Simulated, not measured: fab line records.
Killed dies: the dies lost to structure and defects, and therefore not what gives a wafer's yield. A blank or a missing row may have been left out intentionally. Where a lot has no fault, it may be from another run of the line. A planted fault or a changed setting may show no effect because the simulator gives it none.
Matching of chambers | flow n5 finfet | N5_BEOL_M1_ILD_DEP_00 on pecvd-03: 3 sister chambers
The step deposits SiOC from DEMS/O2, target thk 79 nm, time 15.3 s. 20 wafers are shown with their chamber, then 10 later ones without.

EACH WAFER AND ITS CHAMBER
wafer  | chamber | throttle valve pct (%) | heater power w (W) | rf fwd power W (W)
L075.2 | 0       | 12.0                   | 508                | 495.0
L075.5 | 1       | 12.7                   | 561                | 494.1
L075.6 | 0       | 11.9                   | 504                | 495.1
L076.1 | 0       | 11.9                   | 508                | 489.4
L076.2 | 1       | 12.5                   | 470                | 494.3
L076.4 | 1       | 12.6                   | 466                | 492.9
L080.2 | 2       | 10.5                   | 510                | 495.5
L080.5 | 0       | 11.8                   | 604                | 492.6
L080.6 | 1       | 12.7                   | 547                | 494.1
L082.2 | 2       | 10.4                   | 540                | 497.6
L082.4 | 1       | 12.4                   | 503                | 496.8
L082.5 | 2       | 10.6                   | 546                | 494.5
L083.1 | 0       | 11.8                   | 581                | 493.4
L083.4 | 0       | 11.7                   | 581                | 491.8
L083.5 | 2       | 10.7                   | 598                | 495.2
L084.1 | 0       | 12.0                   | 591                | 495.0
L084.5 | 1       | 12.8                   | 477                | 494.3
L084.6 | 2       | 10.6                   | 608                | 495.1
L086.1 | 1       | 12.5                   | 495                | 494.4
L086.3 | 0       | 11.8                   | 587                | 494.2

SIGNATURES, as means of the wafers listed above
reading            | chamber 0 | chamber 1 | chamber 2 | scatter within a chamber
throttle valve pct | 11.863    | 12.600    | 10.560    | 0.121
heater power w     | 558.00    | 502.71    | 560.40    | 40.8
rf fwd power W     | 493.312   | 494.414   | 495.580   | 1.56
Rule: distance of a wafer from a chamber = root of the sum over the readings of ((wafer's reading minus chamber's mean) / reading's scatter) squared. If the next closest chamber is less than 2 further off than the closest, the wafer can't be placed; otherwise it belongs to the closest. The scatter: take each reading less its chamber's mean, square it, sum over the shown wafers, divide by the number of wafers less the number of chambers, and take the root.

WAFERS WITHOUT THEIR CHAMBER
wafer  | throttle valve pct (%) | heater power w (W) | rf fwd power W (W)
L086.5 | 11.8                   | 599                | 492.0
L094.2 | 12.0                   | 575                | 493.8
L094.3 | 10.5                   | 635                | 494.5
L094.5 | 10.7                   | 510                | 494.5
L096.2 | 10.6                   | 573                | 493.5
L096.4 | 12.7                   | 508                | 492.6
L096.5 | 10.8                   | 580                | 495.6
L097.3 | 10.6                   | 577                | 496.3
L097.5 | 12.0                   | 602                | 494.4
L097.6 | 10.6                   | 603                | 495.8

EACH ONE'S CHAMBER
wafer  | from the rows above | in truth
L086.5 | 0                   | 0
L094.2 | 0                   | 0
L094.3 | 2                   | 2
L094.5 | 2                   | 2
L096.2 | 2                   | 2
L096.4 | 1                   | 1
L096.5 | 2                   | 2
L097.3 | 2                   | 2
L097.5 | 0                   | 0
L097.6 | 2                   | 2
Correct placement for 10 of the 10. Number that these rows cannot place: 0. 0 placed wrongly.
